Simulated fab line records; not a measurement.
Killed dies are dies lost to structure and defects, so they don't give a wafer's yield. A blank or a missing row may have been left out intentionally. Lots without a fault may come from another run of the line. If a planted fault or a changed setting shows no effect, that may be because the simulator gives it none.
Chamber matching | flow n5-finfet | rie-diel-04 running N5_SDB_DESCUM_16: 4 sister chambers
The step chemistry O2, time 7.9 s. 4 wafers are shown with their chamber, then 10 later ones without.

## EACH WAFER AND ITS CHAMBER
wafer  | chamber | throttle-valve-pct (%)
L086.3 | 3       | 20.83
L090.5 | 0       | 20.37
L092.2 | 2       | 20.04
L092.4 | 1       | 20.51

## WAFERS WHOSE CHAMBER IS MISSING
wafer  | throttle-valve-pct (%)
L092.5 | 20.35
L094.2 | 20.05
L094.3 | 20.38
L094.5 | 20.39
L095.1 | 20.05
L095.4 | 20.06
L095.6 | 20.37
L096.2 | 20.07
L096.4 | 20.53
L096.5 | 20.55

## EACH ONE'S CHAMBER
wafer  | from the rows above | in truth
L092.5 | 0                   | 0
L094.2 | 2                   | 2
L094.3 | 0                   | 0
L094.5 | 0                   | 0
L095.1 | 2                   | 2
L095.4 | 2                   | 2
L095.6 | 0                   | 0
L096.2 | 2                   | 2
L096.4 | 1                   | 1
L096.5 | 1                   | 1
10 of 10 placed correctly. Number that these rows cannot place: 0. Wrongly placed: 0.
How it was worked out, from the rows above alone: a wafer's distance from a chamber is the root of the sum, over the readings, of the square of ((its reading less the chamber's mean) divided by the reading's scatter). If the next closest chamber is less than 2 further off than the closest, the wafer can't be placed; otherwise it belongs to the closest. For every chamber, the mean is computed from those of its wafers that are shown. The scatter (one wafer shown for each chamber): square how far every hidden wafer sits from the nearest shown wafer, average those squares and take the square root.
